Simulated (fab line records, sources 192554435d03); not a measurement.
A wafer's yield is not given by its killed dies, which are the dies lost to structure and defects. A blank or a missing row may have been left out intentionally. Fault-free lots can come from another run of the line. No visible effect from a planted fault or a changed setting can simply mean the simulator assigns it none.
A struck lot beside a sound one ; flow n5 finfet ; 38 out of 1938 route steps
Sound: these wafers, L430.1, L430.4, L430.6. The struck wafers were L435.3, L435.4, L435.5. The cause comes at the end.
Order at every step that has rows: each side's tool, ch and its chambers, its first start. Under that, the readings that differ: sound wafers ; struck wafers ; difference of the means ; sigmas: that difference in standard deviations of wafers without a fault.
alike: readings with means less than 2 such deviations apart, plus words and numbers identical on both sides. not compared: withheld readings, readings lacking a value on some wafer, bounds such as >300 that could conceal the same value, and numbers that have no deviation in the record and whose values overlap.
The two part at a step that has a row with sigmas, a row that says differs or no value, or rows on one side only. When numbers do not overlap yet have no deviation, they are printed without sigmas and do not part them. Lack of a reading on every wafer of one side parts them only where that side has two or more wafers.

first, 8 steps without rows for these wafers: N5_MOL_CONTACT_COAG_SRD_139 (time 30 s); N5_MOL_CONTACT_COAG_PRE_CLEAN_121; N5_MOL_CONTACT_COAG_CVD_140 (deposits W, target thk 66.5 nm, time 215 s); N5_MOL_CONTACT_COAG_PRECLEAN_127 (cleans in DIW, time 57.5 s); N5_MOL_CONTACT_COAG_SRD_128 (dry time 32 s); N5_MOL_CONTACT_COAG_CMP_52 (polishes, stops on SiO2, t overpolish 1.5 s, target thk 66.5 nm); N5_MOL_CONTACT_COAG_ANNEAL_112 (time 1800 s); N5_BEOL_M0_SAQP_PECVD_00 (deposits SiCN from 3MS/NH3, target thk 8 nm, time 14 s).
N5_BEOL_M0_SAQP_ILD_DEP_01: deposits SiOC from DEMS/O2, target thk 45.419 nm, time 8.7 s.
  sound on pecvd-02 ch 0,1,2, day 6 05:29; struck on pecvd-02 ch 0,1, day 7 13:11
reading;sound;struck;difference;sigmas
model.SiOC_of_BEOL_M0_SAQP_ILD_DEP_01.thk nm (nm);45.2 45 45.6;33 33.6 33.8;-12;
  alike: heater power w, showerhead plenum p Torr, throttle valve pct
then, 25 steps without rows for these wafers: N5_BEOL_M0_SAQP_HM_DEP_02 (deposits TiN, target thk 12 nm); N5_BEOL_M0_SAQP_PECVD_03 (deposits SiCN from 3MS/NH3, target thk 12 nm, time 21.1 s); N5_BEOL_M0_SAQP_PECVD_96 (deposits a-Si from SiH4/He, target thk 45 nm, time 45.2 s); N5_BEOL_M0_SAQP_PECVD_97 (deposits SiNx from SiH4/NH3/N2, target thk 23 nm, time 19.9 s); N5_BEOL_M0_SAQP_PECVD_04 (deposits a-Si from SiH4/He, target thk 60 nm, time 60.2 s); N5_BEOL_M0_SAQP_HM_DEP_111 (deposits SiO2 from SiH4/N2O, target thk 12 nm, time 7.2 s); N5_BEOL_M0_SAQP_COAT_81 (time 60 s, resist thk 100 nm); N5_BEOL_M0_SAQP_COAT_82 (time 60 s, resist thk 30 nm); N5_BEOL_M0_SAQP_COAT_08 (resist thk 90 nm); N5_BEOL_M0_SAQP_EBR_10; N5_BEOL_M0_SAQP_SOFTBAKE_09 (time 60 s); N5_BEOL_M0_SAQP_EXPOSE_11 (exposes mask M0 CORE, target cd 42 nm); N5_BEOL_M0_SAQP_PEB_12 (peb time 60 s); N5_BEOL_M0_SAQP_DEVELOP_13 (develop time 30 s); N5_BEOL_M0_SAQP_DESCUM_19 (chemistry O2, time 7.9 s); N5_BEOL_M0_SAQP_ETCH_83 (etches SiARC in CF4, target depth 39 nm, time 65 s); N5_BEOL_M0_SAQP_ETCH_84 (etches SOC in N2/H2, target depth 100 nm, overetch 20 nm, time 150 s); N5_BEOL_M0_SAQP_STRIP_80 (strips in N2/H2); N5_BEOL_M0_SAQP_HM_OPEN_112 (chemistry CHF3/O2, target SiO2, stops on a-Si, target depth 12 nm, time 13.5 s); N5_BEOL_M0_SAQP_STRIP_113 (strips in CHF3/O2); N5_BEOL_M0_SAQP_MANDREL_ETCH_20 (etches a-Si in HBr/Cl2, stops on SiNx, target depth 60 nm, bt time 10 s, time 30 s); N5_BEOL_M0_SAQP_STRIP_86 (strips in N2/H2); N5_BEOL_M0_SAQP_STRIP_115 (strips in post etch residue remover, time 60 s); N5_BEOL_M0_SAQP_SRD_93 (time 30 s); N5_BEOL_M0_SAQP_RECESS_114 (chemistry HF/NH3, target SiO2, target depth 14.4 nm, afs cycles 3, sublimation time 60 s).
N5_BEOL_M0_CMP_120: polishes, stops on SiOC, t overpolish 6.9 s.
  sound on cmp-04 ch 0,1,2, day 6 16:25; struck on cmp-02 ch 1,3, day 8 00:43
reading;sound;struck;difference;sigmas
model.SiOC_of_BEOL_M0_SAQP_ILD_DEP_01.thk nm (nm);39.2 39 39.6;27.2 27.6 27.8;-11.7;
  alike: barrier field endpoint s, motor current A, overpolish run s, time to endpoint s
N5_BEOL_M0_RS_MEAS_126: uses a four-point probe to measure.
  sound on film metro-01 at day 6 16:55; struck on film metro-01 at day 8 01:17
reading;sound;struck;difference;sigmas
M0_RS (ohm/sq);0.516 0.493 0.513;0.786 0.796 0.756;+0.272;+15
N5_BEOL_M4_RC_MEAS_101:
  sound on prober-02 ch 0, day 8 08:39; struck on prober-02 ch 0, day 9 20:22
reading;sound;struck;difference;sigmas
IOFF_P (nA/um);0.25 0.26 0.26;0.14 0.18 0.16;-0.10;-2
ION_P (uA/um);465 477 470;437 458 453;-21;-3
VT_P (mV);-246 -248 -246;-259 -255 -253;-9;-3
  alike: DIBL_N, DIBL_P, IOFF_N, ION_N, SS_N, SS_P, VT_N
-- here the record skips 5 days between the struck wafers' starts before and after, leaving off in module BEOL_M4 and picking up in module PASSIVATION (first step shown: number 1936 of the route) --
N5_PASSIVATION_PROBE_49:
  sound on prober-01 at day 12 20:50; struck on prober-02 at day 14 18:27
reading;sound;struck;difference;sigmas
sort_bin_8_speed (%);0 0 0;0.34 0 0;+0.11;+4
  alike: defect limited yield, killed_at_M0_to_M3, killed_at_M4_up, killed at contacts, killed at front end, killed at other, killed dies, killed open, killed short, sort_bin_5_function, sort_bin_6_memory, sort n pass, sort yield pct

## WHERE THEY PART
Earliest at N5_BEOL_M0_RS_MEAS_126; latest, in this record, at N5_PASSIVATION_PROBE_49.

WHY: what the simulator had put in
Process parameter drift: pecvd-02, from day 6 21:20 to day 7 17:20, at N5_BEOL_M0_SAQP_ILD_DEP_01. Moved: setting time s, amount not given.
